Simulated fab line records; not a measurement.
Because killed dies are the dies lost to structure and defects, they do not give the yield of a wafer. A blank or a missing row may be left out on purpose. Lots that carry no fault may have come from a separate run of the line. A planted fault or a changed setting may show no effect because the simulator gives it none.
Which tool is to blame? / flow n5_finfet / 33 wafers from 11 lots sampled at 6 of the route's 1938 steps

WHAT THE GAUGES READ, wafer by wafer
N5_BEOL_M5_CD_MEAS_35: target cd 28 nm, target cd y 24 nm.
lot=L075; measured=day 8 11:16; on=cd_sem-01; cd_nm (nm)=28.2 28.0 27.9
lot=L078; measured=day 8 22:16; on=cd_sem-02; cd_nm (nm)=28.3 28.9 27.8
lot=L080; measured=day 9 12:47; on=cd_sem-02; cd_nm (nm)=28.5 27.7 28.4
lot=L082; measured=day 9 22:25; on=cd_sem-03; cd_nm (nm)=28.3 27.7 28.5
lot=L084; measured=day 10 17:01; on=cd_sem-03; cd_nm (nm)=28.8 27.7 27.7
lot=L086; measured=day 11 04:29; on=cd_sem-03; cd_nm (nm)=28.2 28.1 27.4
lot=L088; measured=day 12 00:10; on=cd_sem-03; cd_nm (nm)=28.0 28.1 28.0
lot=L090; measured=day 12 00:07; on=cd_sem-01; cd_nm (nm)=27.8 27.5 27.9
lot=L092; measured=day 13 00:10; on=cd_sem-03; cd_nm (nm)=27.4 27.6 27.1
lot=L094; measured=day 13 23:24; on=cd_sem-02; cd_nm (nm)=28.4 28.1 28.3
lot=L097; measured=day 14 22:21; on=cd_sem-02; cd_nm (nm)=28.3 27.9 28.0

EACH LOT AND THE TOOL THAT RAN IT (in order: tool; ch and the chambers of the sampled wafers; start)
lot=L075; N5_BEOL_M4_SPUTTER_86=pvd_sputter-03, day 8 01:11; N5_BEOL_M5_HM_DEP_02=pvd_sputter-02, day 8 07:43; N5_BEOL_M5_DESCUM_33=rie_diel-02 ch 0,1, day 8 10:41; N5_BEOL_M5_ETCH_75=rie_diel-02 ch 0,1, day 8 10:43; N5_BEOL_M5_VIA_ETCH_34=rie_diel-02 ch 0,1, day 8 10:52
lot=L078; N5_BEOL_M4_SPUTTER_86=pvd_sputter-03, day 8 14:58; N5_BEOL_M5_HM_DEP_02=pvd_sputter-02, day 8 19:56; N5_BEOL_M5_DESCUM_33=rie_diel-04 ch 0,2,3, day 8 21:41; N5_BEOL_M5_ETCH_75=rie_diel-04 ch 0,2,3, day 8 21:43; N5_BEOL_M5_VIA_ETCH_34=rie_diel-04 ch 0,2,3, day 8 21:52
lot=L080; N5_BEOL_M4_SPUTTER_86=pvd_sputter-01, day 9 04:34; N5_BEOL_M5_HM_DEP_02=pvd_sputter-03, day 9 09:39; N5_BEOL_M5_DESCUM_33=rie_diel-05 ch 2,3, day 9 12:12; N5_BEOL_M5_ETCH_75=rie_diel-05 ch 2,3, day 9 12:14; N5_BEOL_M5_VIA_ETCH_34=rie_diel-05 ch 2,3, day 9 12:23
lot=L082; N5_BEOL_M4_SPUTTER_86=pvd_sputter-01, day 9 15:37; N5_BEOL_M5_HM_DEP_02=pvd_sputter-01, day 9 19:47; N5_BEOL_M5_DESCUM_33=rie_diel-02 ch 1,2, day 9 21:50; N5_BEOL_M5_ETCH_75=rie_diel-02 ch 1,2, day 9 21:52; N5_BEOL_M5_VIA_ETCH_34=rie_diel-02 ch 1,2, day 9 22:01
lot=L084; N5_BEOL_M4_SPUTTER_86=pvd_sputter-03, day 10 08:56; N5_BEOL_M5_HM_DEP_02=pvd_sputter-03, day 10 14:34; N5_BEOL_M5_DESCUM_33=rie_diel-02 ch 0,3, day 10 16:26; N5_BEOL_M5_ETCH_75=rie_diel-02 ch 0,3, day 10 16:28; N5_BEOL_M5_VIA_ETCH_34=rie_diel-02 ch 0,3, day 10 16:37
lot=L086; N5_BEOL_M4_SPUTTER_86=pvd_sputter-02, day 10 19:08; N5_BEOL_M5_HM_DEP_02=pvd_sputter-02, day 11 00:33; N5_BEOL_M5_DESCUM_33=rie_diel-04 ch 0,1,2, day 11 03:54; N5_BEOL_M5_ETCH_75=rie_diel-04 ch 0,1,2, day 11 03:56; N5_BEOL_M5_VIA_ETCH_34=rie_diel-04 ch 0,1,2, day 11 04:05
lot=L088; N5_BEOL_M4_SPUTTER_86=pvd_sputter-03, day 11 10:11; N5_BEOL_M5_HM_DEP_02=pvd_sputter-03, day 11 17:07; N5_BEOL_M5_DESCUM_33=rie_diel-04 ch 0,1,2, day 11 23:35; N5_BEOL_M5_ETCH_75=rie_diel-04 ch 0,1,2, day 11 23:38; N5_BEOL_M5_VIA_ETCH_34=rie_diel-04 ch 0,1,2, day 11 23:46
lot=L090; N5_BEOL_M4_SPUTTER_86=pvd_sputter-03, day 11 13:22; N5_BEOL_M5_HM_DEP_02=pvd_sputter-03, day 11 17:43; N5_BEOL_M5_DESCUM_33=rie_diel-05 ch 0,1,2, day 11 23:32; N5_BEOL_M5_ETCH_75=rie_diel-05 ch 0,1,2, day 11 23:35; N5_BEOL_M5_VIA_ETCH_34=rie_diel-05 ch 0,1,2, day 11 23:43
lot=L092; N5_BEOL_M4_SPUTTER_86=pvd_sputter-02, day 12 14:40; N5_BEOL_M5_HM_DEP_02=pvd_sputter-01, day 12 21:05; N5_BEOL_M5_DESCUM_33=rie_diel-02 ch 1,2,3, day 12 23:35; N5_BEOL_M5_ETCH_75=rie_diel-02 ch 1,2,3, day 12 23:37; N5_BEOL_M5_VIA_ETCH_34=rie_diel-02 ch 1,2,3, day 12 23:46
lot=L094; N5_BEOL_M4_SPUTTER_86=pvd_sputter-03, day 13 14:25; N5_BEOL_M5_HM_DEP_02=pvd_sputter-01, day 13 19:26; N5_BEOL_M5_DESCUM_33=rie_diel-02 ch 0,2,3, day 13 22:49; N5_BEOL_M5_ETCH_75=rie_diel-02 ch 0,2,3, day 13 22:52; N5_BEOL_M5_VIA_ETCH_34=rie_diel-02 ch 0,2,3, day 13 23:01
lot=L097; N5_BEOL_M4_SPUTTER_86=pvd_sputter-03, day 14 14:32; N5_BEOL_M5_HM_DEP_02=pvd_sputter-03, day 14 19:40; N5_BEOL_M5_DESCUM_33=rie_diel-02 ch 2,3, day 14 21:47; N5_BEOL_M5_ETCH_75=rie_diel-02 ch 2,3, day 14 21:49; N5_BEOL_M5_VIA_ETCH_34=rie_diel-02 ch 2,3, day 14 21:58
- N5_BEOL_M4_SPUTTER_86: material Cu, target thk 4.5 nm, time 8.29 s.
- N5_BEOL_M5_HM_DEP_02: deposits TiN, target thk 20 nm.
- N5_BEOL_M5_DESCUM_33: chemistry O2, time 7 s.
- N5_BEOL_M5_ETCH_75: etches underlayer in N2/H2, target depth 6.5 nm, time 5.2 s.
- N5_BEOL_M5_VIA_ETCH_34: etches SiCOH lowk in C4F6/O2, target depth 88.3 nm, time 39.2 s.

THE ANSWER, worked out from the rows above alone
Rule: the usual values come from the lots themselves. The widest of any qualifying gaps counts: lots, ordered by their means at a reading, are off when they make up no more than a third of the lots, leave a main group of 4 or more, and stand apart from it by 3 or more times the standard deviation of that group's means. The tables above print the reading to a certain number of digits; a main group whose means all agree to those digits is not used. A lot without any number at a reading at which 4 lots or more have one is off too. The other lots that the step has rows for count as sound.
No lot is off on any of the readings shown, so nothing can be concluded from this.

WHAT WAS PUT IN BY THE SIMULATOR
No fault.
